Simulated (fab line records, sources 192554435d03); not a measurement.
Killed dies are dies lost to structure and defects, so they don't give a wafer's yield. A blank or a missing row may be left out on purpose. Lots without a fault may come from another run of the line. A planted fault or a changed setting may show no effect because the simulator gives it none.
Chamber matching | flow n5_finfet | N5_MOL_CONTACT_COAG_ETCH_89 on rie_diel-02: 4 sister chambers
The step etches underlayer in N2/H2, target depth 13 nm, time 10.4 s. 22 wafers are shown with their chamber, then 11 later ones without.

WAFERS WITH THEIR CHAMBER
wafer  | chamber | drypump_motor_current_A (A) | showerhead_plenum_p_Torr (Torr) | throttle_valve_pct (%)
L074.2 | 3       | 5.7                         | 2.47                            | 17.65
L074.3 | 1       | 5.5                         | 2.53                            | 18.26
L074.5 | 2       | 5.2                         | 2.66                            | 17.53
L075.3 | 1       | 5.5                         | 2.53                            | 18.25
L075.4 | 0       | 6.3                         | 2.56                            | 17.74
L075.6 | 0       | 6.3                         | 2.56                            | 17.77
L079.1 | 0       | 6.3                         | 2.55                            | 17.78
L079.2 | 3       | 5.7                         | 2.47                            | 17.66
L079.3 | 2       | 5.2                         | 2.65                            | 17.57
L080.1 | 1       | 5.5                         | 2.53                            | 18.27
L080.3 | 2       | 5.2                         | 2.65                            | 17.57
L080.4 | 0       | 6.3                         | 2.55                            | 17.80
L083.1 | 1       | 5.5                         | 2.53                            | 18.30
L083.2 | 0       | 6.3                         | 2.55                            | 17.78
L083.5 | 0       | 6.3                         | 2.55                            | 17.78
L084.2 | 2       | 5.2                         | 2.65                            | 17.58
L084.4 | 1       | 5.5                         | 2.52                            | 18.30
L084.6 | 2       | 5.3                         | 2.65                            | 17.59
L085.3 | 3       | 5.7                         | 2.47                            | 17.31
L085.5 | 3       | 5.7                         | 2.47                            | 17.29
L085.6 | 2       | 5.2                         | 2.64                            | 17.59
L090.1 | 0       | 6.3                         | 2.54                            | 17.81

SIGNATURES (means of the wafers above)
reading                  | chamber 0 | chamber 1 | chamber 2 | chamber 3 | scatter within a chamber
drypump_motor_current_A  | 6.300     | 5.500     | 5.217     | 5.700     | 0.0215
showerhead_plenum_p_Torr | 2.5514    | 2.5280    | 2.6500    | 2.4700    | 0.00561
throttle_valve_pct       | 17.7800   | 18.2760   | 17.5717   | 17.4775   | 0.0862
Rule: a wafer's distance from a chamber is the root of the sum, over the readings, of the square of ((its reading less the chamber's mean) divided by the reading's scatter). The wafer belongs to the nearest chamber; if the next one is less than 2 further off, it can't be placed. The scatter: the root of (the sum of the squares of (reading less its chamber's mean) over the shown wafers, divided by (wafers less chambers)).

WAFERS WITHOUT THEIR CHAMBER
wafer  | drypump_motor_current_A (A) | showerhead_plenum_p_Torr (Torr) | throttle_valve_pct (%)
L090.2 | 5.3                         | 2.64                            | 17.59
L090.4 | 6.3                         | 2.54                            | 17.81
L092.3 | 5.2                         | 2.64                            | 17.60
L092.4 | 6.3                         | 2.54                            | 17.85
L092.5 | 5.2                         | 2.64                            | 17.61
L093.1 | 5.2                         | 2.64                            | 17.62
L093.3 | 6.3                         | 2.54                            | 17.86
L093.5 | 5.7                         | 2.46                            | 17.32
L096.3 | 5.5                         | 2.52                            | 17.95
L096.5 | 5.5                         | 2.52                            | 17.96
L096.6 | 5.2                         | 2.63                            | 17.62

WHICH CHAMBER EACH WENT THROUGH
wafer  | from the rows above | in truth
L090.2 | 2                   | 2
L090.4 | 0                   | 0
L092.3 | 2                   | 2
L092.4 | 0                   | 0
L092.5 | 2                   | 2
L093.1 | 2                   | 2
L093.3 | 0                   | 0
L093.5 | 3                   | 3
L096.3 | 1                   | 1
L096.5 | 1                   | 1
L096.6 | 2                   | 2
Placed correctly: 11 of 11. Can't be placed from these rows: 0. Placed wrongly: 0.
